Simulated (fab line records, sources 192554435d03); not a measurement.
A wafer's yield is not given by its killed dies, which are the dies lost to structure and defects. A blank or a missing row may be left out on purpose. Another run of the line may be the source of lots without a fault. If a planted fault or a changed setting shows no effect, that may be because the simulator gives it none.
fab line records -- flow n5-finfet -- part 1 of 2: steps 1 to 19 of 26
record lots=5, wafers=15, last-day=16
route steps=1938 shown BEOL_M3@955
lots that met no fault: from a run of the same line without faults
start-h: hours from the record's opening day to when the first of the lot's shown wafers began -- wait-h: hours since the lot's step before -- " identical to the entry in the row above -- L1.1+2: a row that stands for several wafers -- - value missing, or start not given -- * or withheld: withheld -- < > ~ a bound
route shown NAME@n: NAME is a module with steps in the file, n the number in the route of the first one -- usual: mean/standard deviation of fault-free wafers -- same: alike in all rows -- chamber/n: place in a boat -- sites: per-site readings -- _std_site: the values' standard deviation -- _edge_site: the outer-site mean with the inner-site mean subtracted -- radius-mm: how far each site lies from the wafer's centre -- mask NAME#n: copy n -- behind: the tool/chamber that last shaped the wafer -- hold: why the lot was held/for how many hours/how that ended -- device: the n, p or np transistor that did not switch -- end of line: the route-end tests of the same wafers -- a step without rows: its recipe alone -- killed: dies that structure and defects cost at the first sort, which is not the same as the wafer's yield -- map: dies across one wafer; x = killed, . = not, _ = none there
set.NAME: the setting the step ran with; set.NAME@STEP: the setting that earlier step ran with -- model.NAME: the simulator's own value behind a step, which no gauge read
lots seen at some steps along the route; tables by step, rows by wafer
services: from which hour (start-h, from the record's first day; less than 0 if before it) a tool's chamber was out of use, for how many hours, and why
## steps
# step N5_BEOL_M3_STRIP_19
# recipe chemistry=O2, power-w=400, temp-c=40, pressure-mtorr=30, rf-frequency-hz=6e+07, bias-power-w=0, overash-fraction=0.2, o2-flow-sccm=225
# usual drypump-motor-current-A=5.6/0.42, oes-product-au=0.79/0.085, rf-vpp-V=3.8/0.52, showerhead-plenum-p-Torr=2.09/0.063, throttle-valve-pct=16.73/0.24
lot.wafer,tool,chamber,start-h,wait-h,drypump-motor-current-A,oes-product-au,rf-hours-counter-h,rf-vpp-V,showerhead-plenum-p-Torr,throttle-valve-pct
L080.1,rie-diel-06,1,188.62,0.1,5.7,0.76,174,3.4,2.08,16.86
L080.2,rie-diel-06,2,188.62,0.1,6.1,0.69,220,4.5,2.06,16.84
L080.3,rie-diel-06,3,188.62,0.1,6.2,0.89,35,3.2,2.13,16.44
L085.4,rie-diel-04,2,229.89,0.1,5.7,0.69,240,4.4,2.00,17.19
L085.5,rie-diel-04,3,229.89,0.1,5.2,0.85,-,3.0,2.06,16.70
L085.6,rie-diel-04,2,229.89,0.1,5.7,0.69,-,4.0,2.00,17.18
L087.2,rie-diel-03,2,236.40,0.1,5.3,0.90,20,3.7,2.06,16.29
L087.4,rie-diel-03,1,236.40,0.1,5.4,0.85,38,4.4,2.24,16.74
L087.6,rie-diel-03,2,236.40,0.1,5.3,0.88,-,3.5,2.06,16.29
L086.1,rie-diel-06,0,241.68,0.2,5.2,0.80,91,3.3,2.02,16.47
L086.5,rie-diel-06,1,241.68,0.2,5.7,0.74,-,4.1,2.08,16.90
L086.6,rie-diel-06,0,241.68,0.2,5.2,0.80,-,4.7,2.02,16.48
L090.2,rie-diel-04,0,241.97,0.2,5.9,0.70,200,3.6,2.09,17.04
L090.4,rie-diel-04,2,241.97,0.2,5.7,0.67,244,3.4,2.00,17.19
L090.5,rie-diel-04,1,241.97,0.2,5.2,0.70,-,3.5,2.07,16.68
# step N5_BEOL_M3_CD_MEAS_18
# recipe pitch-nm=36, target-cd-nm=18
# usual cd-nm=18.0/0.39
lot.wafer,tool,chamber,start-h,wait-h,cd-nm
L080.1,cd-sem-02,-,188.69,0.0,19.0
L080.2,cd-sem-02,-,188.69,0.0,18.0
L080.3,cd-sem-02,-,188.69,0.0,18.1
L085.4,cd-sem-03,-,229.97,0.1,18.4
L085.5,cd-sem-03,-,229.97,0.1,17.7
L085.6,cd-sem-03,-,229.97,0.1,18.3
L087.2,cd-sem-03,-,236.47,0.1,18.4
L087.4,cd-sem-03,-,236.47,0.1,17.7
L087.6,cd-sem-03,-,236.47,0.1,17.9
L086.1,cd-sem-03,-,241.75,0.0,17.7
L086.5,cd-sem-03,-,241.75,0.0,17.8
L086.6,cd-sem-03,-,241.75,0.0,18.0
L090.2,cd-sem-02,-,242.04,0.1,17.8
L090.4,cd-sem-02,-,242.04,0.1,17.7
L090.5,cd-sem-02,-,242.04,0.1,17.9
# step N5_BEOL_M3_COAT_67
# recipe resist=SOC, temp-c=250, time-s=60, spin-rpm=1500, resist-thk-nm=60
# usual spin-speed-rpm=1500.0/1
lot.wafer,tool,chamber,start-h,wait-h,spin-speed-rpm
L080.1,litho-track-01,0,188.73,0.0,1500.3
L080.2,litho-track-01,0,188.73,0.0,1499.7
L080.3,litho-track-01,0,188.73,0.0,1498.8
L085.4,litho-track-01,0,230.00,0.0,1500.7
L085.5,litho-track-01,0,230.00,0.0,1501.4
L085.6,litho-track-01,0,230.00,0.0,1499.3
L087.2,litho-track-03,0,236.50,0.0,1501.1
L087.4,litho-track-03,0,236.50,0.0,1501.2
L087.6,litho-track-03,0,236.50,0.0,1501.2
L086.1,litho-track-01,0,241.79,0.0,1501.0
L086.5,litho-track-01,0,241.79,0.0,1499.8
L086.6,litho-track-01,0,241.79,0.0,1501.0
L090.2,litho-track-01,0,242.07,0.0,1501.3
L090.4,litho-track-01,0,242.07,0.0,1499.3
L090.5,litho-track-01,0,242.07,0.0,1499.4
# step N5_BEOL_M3_COAT_68
# recipe resist=SiARC, temp-c=220, time-s=60, spin-rpm=1500, resist-thk-nm=12
# usual spin-speed-rpm=1500.1/1
lot.wafer,tool,chamber,start-h,wait-h,spin-speed-rpm
L080.1,litho-track-01,0,-,-,1498.0
L080.2,litho-track-01,0,-,-,1499.5
L080.3,litho-track-01,0,-,-,1500.3
L085.4,litho-track-01,0,-,-,1499.5
L085.5,litho-track-01,0,-,-,1501.0
L085.6,litho-track-01,0,-,-,1501.6
L087.2,litho-track-03,0,-,-,1498.9
L087.4,litho-track-03,0,-,-,1500.4
L087.6,litho-track-03,0,-,-,1500.8
L086.1,litho-track-01,0,-,-,1501.6
L086.5,litho-track-01,0,-,-,1499.3
L086.6,litho-track-01,0,-,-,1498.8
L090.2,litho-track-01,0,-,-,1500.7
L090.4,litho-track-01,0,-,-,1500.2
L090.5,litho-track-01,0,-,-,1499.5
# step N5_BEOL_M3_COAT_76
# recipe resist=underlayer, temp-c=205, time-s=60, spin-rpm=1500, resist-thk-nm=5
# usual spin-speed-rpm=1500.1/0.84
lot.wafer,tool,chamber,start-h,wait-h,spin-speed-rpm
L080.1,litho-track-01,0,-,-,1499.5
L080.2,litho-track-01,0,-,-,1501.3
L080.3,litho-track-01,0,-,-,1500.8
L085.4,litho-track-01,0,-,-,1499.1
L085.5,litho-track-01,0,-,-,1498.4
L085.6,litho-track-01,0,-,-,1499.4
L087.2,litho-track-03,0,-,-,1500.3
L087.4,litho-track-03,0,-,-,1499.1
L087.6,litho-track-03,0,-,-,1500.0
L086.1,litho-track-01,0,-,-,1499.5
L086.5,litho-track-01,0,-,-,1500.3
L086.6,litho-track-01,0,-,-,1500.7
L090.2,litho-track-01,0,-,-,1499.7
L090.4,litho-track-01,0,-,-,1499.8
L090.5,litho-track-01,0,-,-,1500.4
# step N5_BEOL_M3_COAT_22
# recipe resist=CAR-EUV, spin-rpm=1500, resist-thk-nm=30
# usual spin-speed-rpm=1499.9/0.82
lot.wafer,tool,chamber,start-h,wait-h,spin-speed-rpm
L080.1,litho-track-01,0,-,-,1502.1
L080.2,litho-track-01,0,-,-,1500.5
L080.3,litho-track-01,0,-,-,1500.7
L085.4,litho-track-01,0,-,-,1500.8
L085.5,litho-track-01,0,-,-,1499.1
L085.6,litho-track-01,0,-,-,1500.5
L087.2,litho-track-03,0,-,-,1499.5
L087.4,litho-track-03,0,-,-,1500.3
L087.6,litho-track-03,0,-,-,1500.5
L086.1,litho-track-01,0,-,-,1499.1
L086.5,litho-track-01,0,-,-,1500.4
L086.6,litho-track-01,0,-,-,1499.4
L090.2,litho-track-01,0,-,-,1499.8
L090.4,litho-track-01,0,-,-,1501.8
L090.5,litho-track-01,0,-,-,1499.6
# step N5_BEOL_M3_EBR_24
# recipe solvent=PGMEA, ebr-width-mm=1.5
lot.wafer,tool,chamber,start-h,wait-h
L080.1+2+3,litho-track-01,0,-,-
L085.4+5+6,litho-track-01,0,-,-
L087.2+4+6,litho-track-03,0,-,-
L086.1+5+6,litho-track-01,0,-,-
L090.2+4+5,litho-track-01,0,-,-
# step N5_BEOL_M3_SOFTBAKE_23
# recipe temp-c=110, time-s=60, resist=CAR-EUV
lot.wafer,tool,chamber,start-h,wait-h
L080.1+2+3,litho-track-01,0,-,-
L085.4+5+6,litho-track-01,0,-,-
L087.2+4+6,litho-track-03,0,-,-
L086.1+5+6,litho-track-01,0,-,-
L090.2+4+5,litho-track-01,0,-,-
# step N5_BEOL_M3_EXPOSE_25
# recipe mask-id=V2, na=0.33, source-shape=quasar, sigma-inner=0.2, sigma-outer=0.8, polarization=unpolarized, defocus-nm=5, dose-mj=63
# usual stage-msd-nm=0.847/0.017
# same na=0.33
lot.wafer,tool,chamber,start-h,wait-h,mask,stage-msd-nm
L080.1,euv-scanner-02,0,188.87,-,V2#0,0.859
L080.2,euv-scanner-02,0,188.87,-,V2#0,0.861
L080.3,euv-scanner-02,0,188.87,-,V2#0,0.859
L085.4,euv-scanner-01,0,230.29,-,V2#0,0.824
L085.5,euv-scanner-01,0,230.29,-,V2#0,0.830
L085.6,euv-scanner-01,0,230.29,-,V2#0,0.822
L087.2,euv-scanner-01,0,236.65,-,V2#0,0.824
L087.4,euv-scanner-01,0,236.65,-,V2#0,0.827
L087.6,euv-scanner-01,0,236.65,-,V2#0,0.826
L086.1,euv-scanner-02,0,242.05,-,V2#0,0.860
L086.5,euv-scanner-02,0,242.05,-,V2#0,0.865
L086.6,euv-scanner-02,0,242.05,-,V2#0,0.864
L090.2,euv-scanner-01,0,242.34,-,V2#0,0.827
L090.4,euv-scanner-01,0,242.34,-,V2#0,0.825
L090.5,euv-scanner-01,0,242.34,-,V2#0,0.830
# step N5_BEOL_M3_PEB_26
# recipe peb-temp-c=100, peb-time-s=60, resist=CAR-EUV
lot.wafer,tool,chamber,start-h,wait-h
L080.1+2+3,litho-track-03,0,188.94,0.1
L085.4+5+6,litho-track-01,0,230.35,0.0
L087.2+4+6,litho-track-03,0,236.72,0.1
L086.1+5+6,litho-track-01,0,242.13,0.1
L090.2+4+5,litho-track-01,0,242.41,0.1
# step N5_BEOL_M3_DEVELOP_27
# recipe develop-time-s=30, developer=TMAH, resist=CAR-EUV, rinse-liquid=surfactant-rinse, dry=air-spin, dev-temp-c=23
lot.wafer,tool,chamber,start-h,wait-h
L080.1+2+3,litho-track-03,0,-,-
L085.4+5+6,litho-track-01,0,-,-
L087.2+4+6,litho-track-03,0,-,-
L086.1+5+6,litho-track-01,0,-,-
L090.2+4+5,litho-track-01,0,-,-
# step N5_BEOL_M3_CD_MEAS_28
# recipe target-cd-nm=25.7, landing-energy-ev=500, detector=se-inlens, target-cd-y-nm=23.3, polarity=opening
# usual cd-nm=25.64/0.26
lot.wafer,tool,chamber,start-h,wait-h,cd-nm
L080.1,cd-sem-03,0,189.01,-,25.55
L080.2,cd-sem-03,0,189.01,-,25.70
L080.3,cd-sem-03,0,189.01,-,25.91
L085.4,cd-sem-01,0,230.41,-,25.60
L085.5,cd-sem-01,0,230.41,-,25.41
L085.6,cd-sem-01,0,230.41,-,25.39
L087.2,cd-sem-03,0,236.79,-,25.64
L087.4,cd-sem-03,0,236.79,-,25.59
L087.6,cd-sem-03,0,236.79,-,25.81
L086.1,cd-sem-03,0,242.20,-,25.52
L086.5,cd-sem-03,0,242.20,-,25.93
L086.6,cd-sem-03,0,242.20,-,25.61
L090.2,cd-sem-02,0,242.48,-,25.69
L090.4,cd-sem-02,0,242.48,-,25.83
L090.5,cd-sem-02,0,242.48,-,25.40
# step N5_BEOL_M3_OVL_MEAS_29
# recipe points-per-wafer=522
# usual V2_OVL=0.0/0.61
lot.wafer,tool,chamber,start-h,wait-h,V2_OVL[nm]
L080.1,overlay-02,0,189.04,0.0,1.1
L080.2,overlay-02,0,189.04,0.0,0.8
L080.3,overlay-02,0,189.04,0.0,0.5
L085.4,overlay-01,0,230.46,0.0,0.1
L085.5,overlay-01,0,230.46,0.0,0.3
L085.6,overlay-01,0,230.46,0.0,0.0
L087.2,overlay-02,0,236.82,0.0,-0.8
L087.4,overlay-02,0,236.82,0.0,-0.5
L087.6,overlay-02,0,236.82,0.0,-0.7
L086.1,overlay-02,0,242.24,0.0,1.1
L086.5,overlay-02,0,242.24,0.0,0.3
L086.6,overlay-02,0,242.24,0.0,1.3
L090.2,overlay-01,0,242.52,0.0,1.2
L090.4,overlay-01,0,242.52,0.0,0.1
L090.5,overlay-01,0,242.52,0.0,-0.5
# step N5_BEOL_M3_INSPECT_30
# recipe mode=adi, inspect-instrument=brightfield
# usual raw-defect-count=432/100
lot.wafer,tool,chamber,start-h,wait-h,raw-defect-count
L080.1,defect-inspect-01,-,189.10,0.1,319
L080.2,defect-inspect-01,-,189.10,0.1,362
L080.3,defect-inspect-01,-,189.10,0.1,364
L085.4,defect-inspect-01,-,230.50,0.0,450
L085.5,defect-inspect-01,-,230.50,0.0,506
L085.6,defect-inspect-01,-,230.50,0.0,328
L087.2,defect-inspect-01,-,236.88,0.0,373
L087.4,defect-inspect-01,-,236.88,0.0,490
L087.6,defect-inspect-01,-,236.88,0.0,480
L086.1,defect-inspect-01,-,242.29,0.1,463
L086.5,defect-inspect-01,-,242.29,0.1,354
L086.6,defect-inspect-01,-,242.29,0.1,363
L090.2,defect-inspect-01,-,242.57,0.0,410
L090.4,defect-inspect-01,-,242.57,0.0,443
L090.5,defect-inspect-01,-,242.57,0.0,332
# step N5_BEOL_M3_DESCUM_33
# recipe chemistry=O2, time-s=7, source-power-w=50, bias-power-w=20, pressure-mtorr=20, rf-frequency-hz=2.712e+07, temp-c=40, resist=CAR-EUV, o2-flow-sccm=225
# usual drypump-motor-current-A=5.6/0.42, oes-product-au=0.78/0.081, rf-vpp-V=243.1/1.2, showerhead-plenum-p-Torr=2.08/0.06, throttle-valve-pct=20.48/0.22
lot.wafer,tool,chamber,start-h,wait-h,drypump-motor-current-A,oes-product-au,rf-hours-counter-h,rf-vpp-V,showerhead-plenum-p-Torr,throttle-valve-pct
L080.1,rie-diel-06,3,189.14,0.0,6.2,0.89,35,244.1,2.12,20.25
L080.2,rie-diel-06,1,189.14,0.0,5.7,0.76,174,242.6,2.08,20.60
L080.3,rie-diel-06,2,189.14,0.0,6.1,0.69,220,242.4,2.06,20.48
L085.4,rie-diel-06,0,230.53,0.0,5.2,0.81,87,243.4,2.01,20.18
L085.5,rie-diel-06,0,230.53,0.0,5.2,0.81,-,242.0,2.01,20.20
L085.6,rie-diel-06,1,230.53,0.0,5.7,0.75,-,243.1,2.07,20.63
L087.2,rie-diel-04,3,236.91,0.0,5.2,0.84,54,241.2,2.06,20.54
L087.4,rie-diel-04,0,236.91,0.0,5.9,0.71,199,244.2,2.09,20.79
L087.6,rie-diel-04,0,236.91,0.0,5.9,0.70,-,242.3,2.09,20.80
L086.1,rie-diel-06,1,242.33,0.0,5.7,0.73,193,240.6,2.07,20.62
L086.5,rie-diel-06,3,242.33,0.0,6.2,0.84,-,243.2,2.12,20.26
L086.6,rie-diel-06,0,242.33,0.0,5.2,0.79,-,241.6,2.01,20.20
L090.2,rie-diel-04,1,242.60,0.0,5.2,0.70,219,243.0,2.06,20.39
L090.4,rie-diel-04,0,242.60,0.0,5.9,0.71,201,243.1,2.09,20.79
L090.5,rie-diel-04,2,242.60,0.0,5.7,0.68,-,240.2,1.99,20.99
# step N5_BEOL_M3_ETCH_77
# recipe chemistry=N2/H2, target=underlayer, target-depth-a=65, mask-material=CAR-EUV, time-s=5.2, ion-energy-ev=200, pressure-mtorr=30, source-w=840, bias-w=150, n2-flow-sccm=200, h2-flow-sccm=200, ends=cleared
# usual bias-w=150.1/0.43, drypump-motor-current-A=5.6/0.42, etch-rf-on-time-s=5.28/0.18, oes-product-au=0.66/0.067, rf-vpp-V=523.6/2.4, showerhead-plenum-p-Torr=2.53/0.071, throttle-valve-pct=17.94/0.27
lot.wafer,tool,chamber,start-h,wait-h,bias-w,drypump-motor-current-A,etch-rf-on-time-s,oes-product-au,rf-hours-counter-h,rf-vpp-V,showerhead-plenum-p-Torr,throttle-valve-pct
L080.1,rie-diel-06,3,189.17,0.0,149.5,6.3,5.19,0.73,35,525.1,2.59,17.79
L080.2,rie-diel-06,1,189.17,0.0,149.9,5.7,5.23,0.62,174,525.0,2.53,18.07
L080.3,rie-diel-06,2,189.17,0.0,151.0,6.1,5.37,0.58,220,524.6,2.50,17.92
L085.4,rie-diel-06,0,230.57,0.0,150.3,5.2,5.61,0.67,87,523.7,2.45,17.56
L085.5,rie-diel-06,0,230.57,0.0,150.5,5.2,5.61,0.67,-,521.3,2.45,17.56
L085.6,rie-diel-06,1,230.57,0.0,150.4,5.7,5.21,0.63,-,523.7,2.53,18.09
L087.2,rie-diel-04,3,236.94,0.0,149.3,5.2,5.45,0.72,54,522.2,2.48,17.84
L087.4,rie-diel-04,0,236.94,0.0,150.3,5.9,5.19,0.60,199,524.0,2.54,18.27
L087.6,rie-diel-04,0,236.94,0.0,150.2,5.9,5.16,0.61,-,522.1,2.54,18.27
L086.1,rie-diel-06,1,242.36,0.0,149.1,5.7,5.19,0.61,193,522.9,2.53,18.11
L086.5,rie-diel-06,3,242.36,0.0,150.0,6.2,5.20,0.72,-,524.9,2.59,17.82
L086.6,rie-diel-06,0,242.36,0.0,149.8,5.2,5.61,0.67,-,521.7,2.44,17.57
L090.2,rie-diel-04,1,242.64,0.0,150.0,5.3,5.21,0.60,219,521.6,2.50,17.83
L090.4,rie-diel-04,0,242.64,0.0,150.0,5.9,5.15,0.61,201,523.7,2.54,18.29
L090.5,rie-diel-04,2,242.64,0.0,150.2,5.7,5.02,0.59,-,516.6,2.42,18.51
# step N5_BEOL_M3_ETCH_69
# recipe chemistry=CF4, target=SiARC, target-depth-a=156, mask-material=CAR-EUV, time-s=26, ion-energy-ev=80, pressure-mtorr=40, source-w=545, bias-w=36, Ar_flow_sccm=100, cf4-flow-sccm=100, ends=cleared
# usual bias-w=35.99/0.11, drypump-motor-current-A=5.6/0.42, etch-rf-on-time-s=26.4/0.84, oes-product-au=0.66/0.066, rf-vpp-V=184.0/1.1, showerhead-plenum-p-Torr=2.13/0.055, throttle-valve-pct=15.67/0.2
lot.wafer,tool,chamber,start-h,wait-h,bias-w,drypump-motor-current-A,etch-rf-on-time-s,oes-product-au,rf-hours-counter-h,rf-vpp-V,showerhead-plenum-p-Torr,throttle-valve-pct
L080.1,rie-diel-06,3,189.19,0.0,35.99,6.2,26.1,0.75,35,184.7,2.19,15.44
L080.2,rie-diel-06,1,189.19,0.0,36.16,5.7,26.1,0.63,174,184.2,2.13,15.82
L080.3,rie-diel-06,2,189.19,0.0,36.18,6.0,26.6,0.59,220,182.1,2.11,15.84
L085.4,rie-diel-06,0,230.58,0.0,36.00,5.2,27.9,0.67,87,184.0,2.08,15.52
L085.5,rie-diel-06,0,230.58,0.0,35.97,5.2,28.0,0.67,-,183.7,2.08,15.51
L085.6,rie-diel-06,1,230.58,0.0,35.98,5.7,25.9,0.62,-,183.4,2.12,15.82
L087.2,rie-diel-04,3,236.96,0.0,35.92,5.2,27.0,0.72,54,185.0,2.09,15.52
L087.4,rie-diel-04,0,236.96,0.0,35.88,5.9,25.8,0.61,199,183.1,2.12,15.88
L087.6,rie-diel-04,0,236.96,0.0,36.01,5.9,25.9,0.61,-,183.8,2.12,15.89
L086.1,rie-diel-06,1,242.38,0.0,35.76,5.7,26.2,0.62,193,185.0,2.12,15.86
L086.5,rie-diel-06,3,242.38,0.0,36.01,6.2,26.1,0.72,-,186.0,2.18,15.46
L086.6,rie-diel-06,0,242.38,0.0,35.97,5.2,27.9,0.67,-,183.6,2.08,15.51
L090.2,rie-diel-04,1,242.65,0.0,35.99,5.2,26.2,0.60,219,184.0,2.11,15.63
L090.4,rie-diel-04,0,242.65,0.0,36.12,5.9,26.2,0.61,201,183.4,2.12,15.89
L090.5,rie-diel-04,2,242.65,0.0,35.72,5.7,25.2,0.59,-,182.5,2.03,16.05
# step N5_BEOL_M3_ALD_98
# recipe material=SiO2, target-thk-a=25, temp-c=100, ald-precursor-family=BDEAS, ald-co-reactant=O2-plasma, pulse-time-s=1, co-reactant-pulse-time-s=1, purge-time-s=2, co-reactant-purge-time-s=2, ald-cycles=17, pressure-torr=2
# usual heater-power-w=79/10, precursor-pulse-height-rel=0.999/0.02
lot.wafer,tool,chamber,start-h,wait-h,heater-power-w,precursor-pulse-height-rel
L080.1,ald-sin-04,1,190.67,1.5,85,0.998
L080.2,ald-sin-04,3,190.67,1.5,71,0.983
L080.3,ald-sin-04,0,190.67,1.5,69,0.993
L085.4,ald-sin-01,0,230.80,0.2,84,1.010
L085.5,ald-sin-01,1,230.80,0.2,76,1.016
L085.6,ald-sin-01,2,230.80,0.2,72,1.003
L087.2,ald-sin-03,1,237.04,0.1,62,0.979
L087.4,ald-sin-03,0,237.04,0.1,105,0.990
L087.6,ald-sin-03,1,237.04,0.1,61,0.990
L086.1,ald-sin-01,1,242.46,0.1,78,1.025
L086.5,ald-sin-01,2,242.46,0.1,72,0.994
L086.6,ald-sin-01,1,242.46,0.1,77,1.001
L090.2,ald-sin-04,0,242.74,0.1,71,0.979
L090.4,ald-sin-04,3,242.74,0.1,73,1.005
L090.5,ald-sin-04,3,242.74,0.1,73,1.009
# step N5_BEOL_M3_ETCHBACK_99
# recipe chemistry=CHF3, target=SiO2, target-depth-a=50, time-s=10.4, source-w=215, bias-w=47, Ar_flow_sccm=200, CHF3_flow_sccm=12, ion-energy-ev=100, pressure-mtorr=30
# usual bias-w=46.99/0.13, drypump-motor-current-A=5.6/0.43, oes_ar_750_au=0.79/0.082, oes-product-au=0.79/0.086, rf-vpp-V=243/11, showerhead-plenum-p-Torr=2.15/0.071, throttle-valve-pct=17.14/0.21
lot.wafer,tool,chamber,start-h,wait-h,bias-w,drypump-motor-current-A,oes_ar_750_au,oes-product-au,rf-hours-counter-h,rf-vpp-V,showerhead-plenum-p-Torr,throttle-valve-pct
L080.1,rie-diel-03,2,199.65,8.9,46.91,5.3,0.93,0.93,9,242,2.12,16.68
L080.2,rie-diel-03,1,199.65,8.9,46.94,5.4,0.86,0.88,26,260,2.29,17.11
L080.3,rie-diel-03,3,199.65,8.9,47.01,6.4,0.87,0.89,56,237,2.21,17.29
L085.4,rie-diel-04,1,234.50,3.7,46.83,5.2,0.72,0.70,217,231,2.13,17.11
L085.5,rie-diel-04,0,234.50,3.7,47.13,5.9,0.74,0.71,-,232,2.12,17.30
L085.6,rie-diel-04,3,234.50,3.7,47.08,5.2,0.86,0.85,-,233,2.09,16.95
L087.2,rie-diel-04,0,244.69,7.6,46.90,5.9,0.73,0.71,202,232,2.12,17.29
L087.4,rie-diel-04,2,244.69,7.6,47.11,5.7,0.70,0.68,245,228,2.04,17.53
L087.6,rie-diel-04,2,244.69,7.6,47.01,5.7,0.70,0.69,-,228,2.04,17.54
L086.1,rie-diel-04,1,245.67,3.2,47.10,5.2,0.72,0.69,221,234,2.13,17.12
L086.5,rie-diel-04,0,245.67,3.2,47.13,5.9,0.73,0.70,-,232,2.12,17.32
L086.6,rie-diel-04,3,245.67,3.2,47.17,5.2,0.84,0.84,-,234,2.09,16.96
L090.2,rie-diel-04,1,249.65,6.9,47.13,5.3,0.72,0.70,223,233,2.13,17.12
L090.4,rie-diel-04,3,249.65,6.9,46.91,5.2,0.84,0.84,60,234,2.09,16.98
L090.5,rie-diel-04,1,249.65,6.9,47.04,5.3,0.72,0.69,-,232,2.13,17.12
